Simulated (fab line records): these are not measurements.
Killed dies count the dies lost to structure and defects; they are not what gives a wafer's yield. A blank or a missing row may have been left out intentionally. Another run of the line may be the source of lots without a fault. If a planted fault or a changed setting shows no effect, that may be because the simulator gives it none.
fab line records	flow nand_harc
[record] lots = 11	wafers = 33	last_day = 24
route steps=1159 shown P_STI@87 P_GATE@138 END@1159
lots untouched by any fault: they come from a run of this same line in which no faults occurred
start_h: hours from the record's first day to the start of the lot's first wafer shown	wait_h: hours elapsed since this lot's preceding step	" as in the row above	L1.1+2: one row covering several wafers at once	- no value present, or no start provided	* or withheld: withheld	< > ~ a bound
route shown NAME@n: NAME is a module with steps in the file, n the number in the route of the first one	usual: mean and standard deviation over wafers with no fault	same: alike in all rows	chamber/n: place in a boat	sites: each site's reading	_std_site: how widely they spread, as a standard deviation	_edge_site: inner sites' mean taken away from outer sites' mean	radius_mm: for every site, how far away it sits from the centre of the wafer	mask NAME#n: copy n	behind: the last tool/chamber to shape the wafer	hold: reason for holding the lot/hours on hold/outcome of the hold	device: the transistor (n, p or np) that didn't switch	end of line: the route-end tests of the same wafers	step lacking rows: just its recipe	killed: not the wafer's yield, but the dies lost to structure and defects at the first sort	map: dies across one wafer; x = killed, . = not, _ = none there
set.NAME: setting as actually run; set.NAME@STEP: the setting as run at that earlier step	model.NAME: the simulator's own value behind a step, which no gauge read
one table for each step of the route and one row for each wafer, over a sample of lots
services: the hour from which a tool's chamber was out of use, counted from the record's first day as start_h (under 0 if before that day), plus the number of hours and why
[[steps]]
[step NHARC_P_STI_DESCUM_14]
[recipe] time_s = 3	o2_flow_sccm = 200	ar_flow_sccm = 0	bias_power_w = 0	chemistry = O2
[usual] chamber_pressure_mTorr = 60.00/0.064	drypump_motor_current_A = 5.6/0.48	oes_product_au = 1.001/0.012	rf_vpp_V = 57.7/0.93	showerhead_plenum_p_Torr = 1.92/0.089	throttle_valve_pct = 11.312/0.0096
lot.wafer	tool	chamber	start_h	wait_h	chamber_pressure_mTorr	drypump_motor_current_A	oes_product_au	rf_hours_counter_h	rf_vpp_V	showerhead_plenum_p_Torr	throttle_valve_pct
L561.2	rie_diel-10	0	32.07	-	59.98	5.1	1.004	0.4	57.4	1.82	11.317
L561.4	"	2	"	"	59.95	5.0	1.014	0.7	57.6	1.84	11.317
L561.6	"	0	"	"	60.01	5.1	0.994	-	58.4	1.82	11.329
L562.4	rie_diel-09	0	42.32	-	60.01	5.5	1.001	7.2	55.9	1.81	11.306
L562.6	"	0	"	"	59.89	5.5	1.017	-	56.6	1.81	11.314
L562.5	"	1	"	"	59.97	5.8	1.004	-	57.4	1.93	11.302
L563.1	rie_diel-02	1	47.86	-	59.99	5.1	0.983	2.1	57.3	1.83	11.317
L563.4	"	3	"	"	60.08	6.7	1.002	2.5	57.8	2.00	11.289
L563.6	"	0	"	"	60.10	5.5	0.998	-	57.2	2.06	11.328
L565.3	rie_diel-09	3	59.83	-	59.95	5.7	1.020	8.4	58.5	2.02	11.320
L565.5	"	0	"	"	59.98	5.5	0.999	-	56.9	1.81	11.323
L565.6	"	1	"	"	59.97	5.8	1.002	-	58.1	1.93	11.323
L568.4	rie_diel-02	2	81.62	-	60.11	5.3	1.014	3.7	58.1	1.88	11.297
L568.1	"	1	"	"	60.03	5.1	0.990	3.2	57.8	1.83	11.303
L568.5	"	2	"	"	60.03	5.3	1.009	-	56.9	1.88	11.319
L569.3	rie_diel-02	1	81.84	-	59.96	5.1	0.972	3.2	57.9	1.83	11.314
L569.4	"	0	"	"	60.07	5.5	0.984	3.7	58.3	2.05	11.308
L569.5	"	1	"	"	60.04	5.2	0.981	-	57.8	1.83	11.300
L571.1	rie_diel-10	2	97.54	-	59.97	4.9	1.016	2.2	57.9	1.84	11.300
L571.2	"	3	"	"	60.10	5.4	1.004	2.2	59.2	2.07	11.325
L571.6	"	2	"	"	59.97	4.9	1.020	-	58.5	1.84	11.312
L573.2	rie_diel-10	1	107.19	-	59.90	5.8	0.994	2.6	57.9	1.96	11.312
L573.1	"	2	"	"	60.06	4.9	1.017	2.5	58.1	1.84	11.292
L573.6	"	1	"	"	59.92	5.8	0.997	-	58.7	1.96	11.313
L580.2	rie_diel-09	1	149.23	-	59.99	5.7	0.998	2.9	57.2	1.93	11.320
L580.4	"	2	"	"	60.02	6.5	0.982	3.1	55.6	1.89	11.310
L580.5	"	1	"	"	60.04	5.7	1.003	-	57.6	1.93	11.306
L581.2	rie_diel-09	1	155.10	-	60.02	5.8	1.010	3.2	57.1	1.93	11.320
L581.3	"	2	"	"	60.04	6.4	0.995	3.4	59.3	1.89	11.297
L581.5	"	1	"	"	60.04	5.7	1.011	-	56.7	1.93	11.326
L584.1	rie_diel-10	2	170.73	-	59.91	5.0	1.029	4.2	56.5	1.84	11.309
L584.5	"	3	"	"	60.02	5.4	0.996	-	57.8	2.06	11.320
L584.6	"	0	"	"	59.99	5.1	0.998	-	56.8	1.82	11.303
[step NHARC_P_STI_ETCH_15]
[recipe] target_depth_a = 3000	taper_deg = 4	time_s = 100.1	hbr_flow_sccm = 150	cl2_flow_sccm = 50	rf_w = 400	icp_w = 400	bias_w = 100	chemistry = HBr/Cl2
[usual] chamber_pressure_mTorr = 15.001/0.017	drypump_motor_current_A = 5.6/0.5	oes_product_au = 0.999/0.013	throttle_valve_pct = 26.406/0.0091
lot.wafer	tool	chamber	start_h	wait_h	chamber_pressure_mTorr	drypump_motor_current_A	oes_product_au	rf_hours_counter_h	throttle_valve_pct
L561.2	rie_si-03	3	32.33	-	15.014	5.8	1.021	0.3	26.403
L561.4	"	1	"	"	14.991	5.7	0.996	0.3	26.399
L561.6	"	0	"	"	14.980	5.3	1.024	-	26.399
L562.4	rie_si-05	3	42.64	-	14.998	6.1	1.001	0.9	26.398
L562.5	"	0	"	"	15.011	5.4	1.007	-	26.407
L562.6	"	1	"	"	15.007	5.1	1.002	-	26.389
L563.1	rie_si-01	2	48.13	-	14.998	6.7	1.013	0.6	26.413
L563.4	"	3	"	"	15.006	5.2	0.987	0.6	26.402
L563.6	"	2	"	"	15.001	6.7	1.017	-	26.392
L565.3	rie_si-03	0	60.09	-	14.998	5.3	1.002	0.4	26.408
L565.6	"	3	"	"	15.018	5.8	1.003	-	26.415
L565.5	"	0	"	"	14.993	5.3	1.008	-	26.419
L568.4	rie_si-01	2	82.02	-	15.029	6.7	1.013	0.9	26.401
L568.1	"	3	"	"	14.994	5.2	0.993	0.9	26.399
L568.5	"	2	"	"	15.014	6.7	1.014	-	26.397
L569.3	rie_si-05	3	82.14	-	15.011	6.0	0.983	0.1	26.408
L569.4	"	2	"	"	15.002	5.8	0.990	0.1	26.412
L569.5	"	0	"	"	15.018	5.4	0.995	-	26.416
L571.2	rie_si-01	0	97.82	-	14.972	5.0	1.005	1.0	26.414
L571.1	"	2	"	"	14.994	6.7	1.014	1.1	26.398
L571.6	"	1	"	"	14.991	5.5	0.969	-	26.393
L573.2	rie_si-03	0	107.49	-	15.018	5.3	1.014	0.7	26.417
L573.1	"	1	"	"	14.995	5.8	0.995	0.8	26.405
L573.6	"	3	"	"	15.013	5.8	0.991	-	26.420
L580.4	rie_si-01	2	149.51	-	15.020	6.7	1.003	0.1	26.403
L580.2	"	3	"	"	14.997	5.2	0.995	0.1	26.391
L580.5	"	1	"	"	15.002	5.5	0.991	-	26.406
L581.3	rie_si-01	2	155.37	-	15.007	6.7	0.986	0.2	26.406
L581.2	"	0	"	"	15.019	5.0	0.998	0.1	26.401
L581.5	"	2	"	"	15.005	6.7	0.980	-	26.409
L584.1	rie_si-05	2	170.98	-	15.002	5.8	1.005	0.7	26.391
L584.5	"	2	"	"	15.013	5.8	0.986	-	26.418
L584.6	"	3	"	"	15.009	6.0	0.974	-	26.403
[step NHARC_P_GATE_EXPOSE_23]
[recipe] na = 1.35	target_cd_nm = 120	dose_mj = 93.91	mask_id = P_GATE
[same] na = 1.35
lot.wafer	tool	chamber	start_h	wait_h	mask
L561.2+4+6	arfi_scanner-01	0	83.18	-	P_GATE#0
L562.4+5+6	arfi_scanner-02	0	93.53	-	P_GATE#0
L563.1+4+6	arfi_scanner-02	0	100.05	-	P_GATE#0
L565.3+5+6	arfi_scanner-02	0	110.83	-	P_GATE#0
L569.3+4+5	arfi_scanner-01	0	134.79	-	P_GATE#0
L568.1+4+5	arfi_scanner-01	0	135.40	-	P_GATE#0
L571.1+2+6	arfi_scanner-01	0	150.41	-	P_GATE_R1#0
L573.1+2+6	arfi_scanner-03	0	163.99	-	P_GATE#0
L580.2+4+5	arfi_scanner-01	0	201.26	-	P_GATE#0
L581.2+3+5	arfi_scanner-03	0	208.07	-	P_GATE#0
L584.1+5+6	arfi_scanner-03	0	223.14	-	P_GATE#0
[step NHARC_P_GATE_CD_MEAS_26]
[recipe] target_cd_nm = 120	landing_energy_ev = 500
[usual] cd_nm = 119.8/0.68
lot.wafer	tool	chamber	start_h	wait_h	cd_nm
L561.2	cd_sem-03	0	83.32	-	119.7
L561.4	"	0	"	"	121.1
L561.6	"	0	"	"	120.3
L562.4	cd_sem-03	0	93.67	-	119.6
L562.5	"	0	"	"	119.4
L562.6	"	0	"	"	119.8
L563.1	cd_sem-02	0	100.19	-	121.2
L563.4	"	0	"	"	120.8
L563.6	"	0	"	"	119.7
L565.3	cd_sem-01	0	110.97	-	119.7
L565.5	"	0	"	"	119.1
L565.6	"	0	"	"	120.1
L569.3	cd_sem-02	0	134.93	-	120.0
L569.4	"	0	"	"	119.8
L569.5	"	0	"	"	120.3
L568.1	cd_sem-03	0	135.54	-	120.7
L568.4	"	0	"	"	120.1
L568.5	"	0	"	"	119.5
L571.1	cd_sem-03	0	150.55	-	103.6
L571.2	"	0	"	"	104.1
L571.6	"	0	"	"	104.2
L573.1	cd_sem-03	0	164.13	-	119.5
L573.2	"	0	"	"	119.4
L573.6	"	0	"	"	120.1
L580.2	cd_sem-02	0	201.40	-	119.4
L580.4	"	0	"	"	119.2
L580.5	"	0	"	"	119.8
L581.2	cd_sem-01	0	208.21	-	119.5
L581.3	"	0	"	"	120.0
L581.5	"	0	"	"	119.6
L584.1	cd_sem-03	0	223.28	-	119.6
L584.5	"	0	"	"	121.2
L584.6	"	0	"	"	120.2
[step NHARC_P_GATE_CD_MEAS_33]
[usual] cd_nm = 121/3.4
lot.wafer	tool	chamber	start_h	wait_h	cd_nm
L561.2	cd_sem-01	-	84.52	-	125
L561.4	"	-	"	"	121
L561.6	"	-	"	"	117
L562.4	cd_sem-02	-	94.65	-	118
L562.5	"	-	"	"	117
L562.6	"	-	"	"	117
L563.1	cd_sem-02	-	101.60	-	127
L563.4	"	-	"	"	119
L563.6	"	-	"	"	118
L565.3	cd_sem-01	-	112.07	-	124
L565.5	"	-	"	"	116
L565.6	"	-	"	"	122
L569.3	cd_sem-01	-	135.91	-	123
L569.4	"	-	"	"	122
L569.5	"	-	"	"	122
L568.1	cd_sem-03	-	136.59	-	124
L568.4	"	-	"	"	123
L568.5	"	-	"	"	124
L571.1	cd_sem-02	-	152.41	-	111
L571.2	"	-	"	"	111
L571.6	"	-	"	"	109
L573.1	cd_sem-03	-	166.12	-	121
L573.2	"	-	"	"	130
L573.6	"	-	"	"	125
L580.2	cd_sem-01	-	202.38	-	118
L580.4	"	-	"	"	122
L580.5	"	-	"	"	120
L581.2	cd_sem-03	-	209.22	-	116
L581.3	"	-	"	"	122
L581.5	"	-	"	"	124
L584.1	cd_sem-02	-	224.49	-	126
L584.5	"	-	"	"	120
L584.6	"	-	"	"	125
[step NHARC_P_GATE_ALD_36]
[recipe] target_thk_a = 200	pulse_time_s = 60	ald_cycles = 223	temp_c = 400	material = SiNx
[usual] heater_power_w = 828/61	precursor_pulse_height_rel = 1.001/0.021
lot.wafer	tool	chamber	start_h	wait_h	heater_power_w	precursor_pulse_height_rel
L561.2	ald_sin-01	2	87.77	-	762	1.019
L561.6	"	3	89.17	-	824	1.018
L561.4	"	2	91.95	-	762	1.005
L562.4	ald_sin-02	1	97.22	-	904	0.996
L562.6	"	3	99.33	-	813	1.019
L562.5	"	0	100.39	-	858	1.017
L563.1	ald_sin-04	0	103.14	-	747	1.000
L563.4	"	2	105.28	-	857	0.967
L563.6	"	0	107.43	-	747	1.027
L565.3	ald_sin-02	1	115.67	-	883	0.966
L565.6	"	2	116.71	-	938	0.993
L565.5	"	3	117.76	-	841	0.966
L568.4	ald_sin-04	3	138.10	-	803	0.981
L568.1	"	0	139.16	-	740	1.036
L568.5	"	3	142.32	-	813	0.986
L569.3	ald_sin-02	1	138.46	-	899	1.001
L569.4	"	2	139.51	-	913	1.019
L569.5	"	0	141.61	-	822	0.991
L571.1	ald_sin-04	2	152.87	-	841	0.972
L571.2	"	1	156.10	-	894	1.022
L571.6	"	3	158.25	-	796	0.986
L573.2	ald_sin-01	0	168.71	-	840	0.981
L573.1	"	1	169.77	-	733	1.010
L573.6	"	3	171.89	-	867	1.012
L580.2	ald_sin-02	0	204.93	-	852	1.026
L580.4	"	1	205.98	-	884	0.982
L580.5	"	3	208.07	-	819	0.993
L581.3	ald_sin-04	0	210.75	-	719	0.980
L581.2	"	2	212.87	-	834	1.002
L581.5	"	3	213.93	-	790	1.015
L584.1	ald_sin-04	3	224.96	-	798	0.980
L584.5	"	3	229.18	-	786	0.998
L584.6	"	0	230.23	-	746	0.993
[step NHARC_END_SORT_01]
[recipe] temp_c = 25
[usual] killed_at_array = 27/11	killed_at_other = 0.7/1.1	killed_at_periphery = 3.6/2.4	killed_dies = 32/11	killed_open = 3.3/1.8	killed_short = 2.1/1.5
[same] gross_dies = 677
lot.wafer	tool	chamber	start_h	wait_h	killed_at_array	killed_at_other	killed_at_periphery	killed_dies	killed_open	killed_short
L571.1	prober-02	0	502.12	2.5	33	1	4	38	6	3
L571.2	prober-02	0	502.92	2.8	39	0	6	45	5	1
L571.6	prober-02	0	506.11	4.0	26	0	8	34	4	2
// killed by level:class
L571.1 A_SLIT:chamber_film_flake=10 A_CONTACT:chamber_film_flake=6 A_CHANNEL_HOLE_D1:chamber_film_flake=5 A_M0:geometric_particle:open=3 P_ZERO_WELL:chamber_film_flake=2 A_STAIRCASE:chamber_film_flake=2 A_WL_FILL:chamber_film_flake=2 P_CONTACT:geometric_particle:open=1
L571.2 A_SLIT:chamber_film_flake=21 A_CHANNEL_HOLE_D1:chamber_film_flake=5 P_ZERO_WELL:chamber_film_flake=4 A_M0:geometric_particle:open=3 A_WL_FILL:chamber_film_flake=3 A_CONTACT:chamber_film_flake=3 A_SOURCE_PLATE:geometric_particle:open=1 A_BLC:geometric_particle:short=1
L571.6 A_SLIT:chamber_film_flake=10 A_CONTACT:chamber_film_flake=9 P_GATE:area_expose=4 P_ZERO_WELL:chamber_film_flake=3 A_ONON_D1:geometric_particle:short=2 P_GATE:geometric_particle:open=1 A_SGD_CUT:geometric_particle:open=1 A_CONTACT:geometric_particle:open=1
[[services]]
tool	chamber	start_h	hours	kind
rie_diel-10	1	9.27	2.8	repair
rie_diel-10	2	10.43	2.7	repair
arfi_scanner-01	-	10.45	1.0	repair
rie_diel-10	0	17.20	9.3	repair
arfi_scanner-01	-	24.00	4.0	pm
rie_diel-10	0	36.49	4.6	repair
ald_sin-04	-	46.97	1.5	repair
ald_sin-02	-	50.00	10.0	pm
arfi_scanner-01	-	58.90	0.2	repair
rie_diel-10	0	59.51	14.3	repair
rie_diel-09	-	77.41	9.0	pm
ald_sin-04	2	83.67	9.6	repair
arfi_scanner-01	-	89.26	0.5	repair
arfi_scanner-01	-	92.16	9.3	repair
rie_diel-09	0	116.80	2.5	repair
rie_diel-10	0	117.98	4.1	repair
rie_si-01	-	127.00	9.0	pm
rie_si-01	0	140.63	1.5	repair
ald_sin-04	-	186.00	10.0	pm
rie_si-01	3	186.73	77.1	repair
rie_si-01	-	189.19	2.1	repair
arfi_scanner-01	-	196.00	4.0	pm
ald_sin-04	-	200.90	2.6	repair
rie_si-01	1	204.45	4.2	repair
[[key]]
[first_sign] step = NHARC_P_GATE_EXPOSE_23	reading = mask	direction = changed
[effect] step = NHARC_P_GATE_CD_MEAS_26	reading = cd_nm	direction = down	sigmas = 23	usual = 119.8	struck = 104.0
[effect] step = NHARC_P_GATE_CD_MEAS_33	reading = cd_nm	direction = down	sigmas = 3.2	usual = 121	struck = 110
met_at NHARC_P_GATE_EXPOSE_23
struck_lots L571
tester_left_out L571
not_acting_at NHARC_P_STI_DESCUM_14,NHARC_P_STI_ETCH_15,NHARC_P_GATE_ALD_36
onset_between 135.40 150.41
[fault] kind = wrong_mask	tool = any	chamber = -	onset_h = 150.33	steps = NHARC_P_GATE_EXPOSE_23	aux_copy = P_GATE_R1#0	cd_offset_nm = -15.214	scope = struck_lots_only
// tester_left_out: of these lots the tester's yield and bins aren't shown, on N5 and GAA mostly nor the transistor test; their killed dies are dies lost to structure and defects alone, not to doping, threshold or leakage, so they don't give the yield
